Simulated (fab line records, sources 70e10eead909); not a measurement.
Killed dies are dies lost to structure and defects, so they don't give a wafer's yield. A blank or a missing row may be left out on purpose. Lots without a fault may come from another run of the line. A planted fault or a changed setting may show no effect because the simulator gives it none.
A struck lot beside a sound one | flow nand_harc | 13 steps out of a route of 1159
Sound: wafers L133.4, L133.5, L133.6. Struck: wafers L128.1, L128.3, L128.4. The cause comes at the end.
At each step with rows: each side's tool, then ch and its chambers, then its first start. Under that, the readings that differ: sound wafers | struck wafers | difference of the means | sigmas: that difference in standard deviations of wafers without a fault.
alike: readings whose means differ by less than 2 such deviations, and words and numbers that are the same on both sides. not compared: withheld readings, readings that some wafer has no value for, bounds like >300 that may hide the same value, and numbers for which the record gives no deviation and whose values overlap.
The two part at a step that has a row with sigmas, a row that says differs or no value, or rows on one side only. Numbers that don't overlap but have no deviation are shown without sigmas and don't part them. A reading that every wafer of one side lacks parts them only if that side has two wafers or more.

NHARC_THIN_TSV_CMP_21: polishes, t overpolish 30 s, target thk 2000 nm.
  sound on cmp-04 ch 0,1,2, day 23 03:03; struck on cmp-04 ch 1,2,3, day 22 06:57
  alike: motor_current_A, overpolish_run_s
then, 1 step without rows for these wafers: NHARC_THIN_TSV_SRD_23.
NHARC_THIN_TSV_DEGAS_53: time 60 s.
  sound on pvd_sputter-02, day 23 03:28; struck on pvd_sputter-01, day 22 07:25
  alike: heater_power_w
NHARC_THIN_TSV_PRE_CLEAN_54: time 30 s.
  sound on pvd_sputter-02, day 23 03:34; struck on pvd_sputter-01, day 22 07:29
  alike: heater_power_w
then, 7 steps without rows for these wafers: NHARC_THIN_TSV_PVD_55 (deposits TiN, target thk 50 nm); NHARC_THIN_TSV_PVD_24 (deposits Al, target thk 800 nm); NHARC_THIN_TSV_DEHYDRATE_25 (time 120 s); NHARC_THIN_TSV_HMDS_26 (time 30 s); NHARC_THIN_TSV_COAT_27; NHARC_THIN_TSV_SOFTBAKE_28 (time 95 s); NHARC_THIN_TSV_EBR_29.
NHARC_THIN_TSV_EXPOSE_30: exposes mask PAD.
  sound on krf_scanner-04 ch 0, day 23 04:28; struck on krf_scanner-04, day 22 08:24
  no value came back on the struck wafers for exposure_dose_mJ_cm2, focus_offset_nm (nm), stage_vel_mm_s (mm/s); on the sound wafers exposure_dose_mJ_cm2 reads 11.458 11.462 11.454
  alike: mask
then, 1 step without rows for these wafers: NHARC_THIN_TSV_PEB_31 (peb time 85 s).

WHERE THEY PART
Only at NHARC_THIN_TSV_EXPOSE_30, within this record.

WHY: what the simulator had put in
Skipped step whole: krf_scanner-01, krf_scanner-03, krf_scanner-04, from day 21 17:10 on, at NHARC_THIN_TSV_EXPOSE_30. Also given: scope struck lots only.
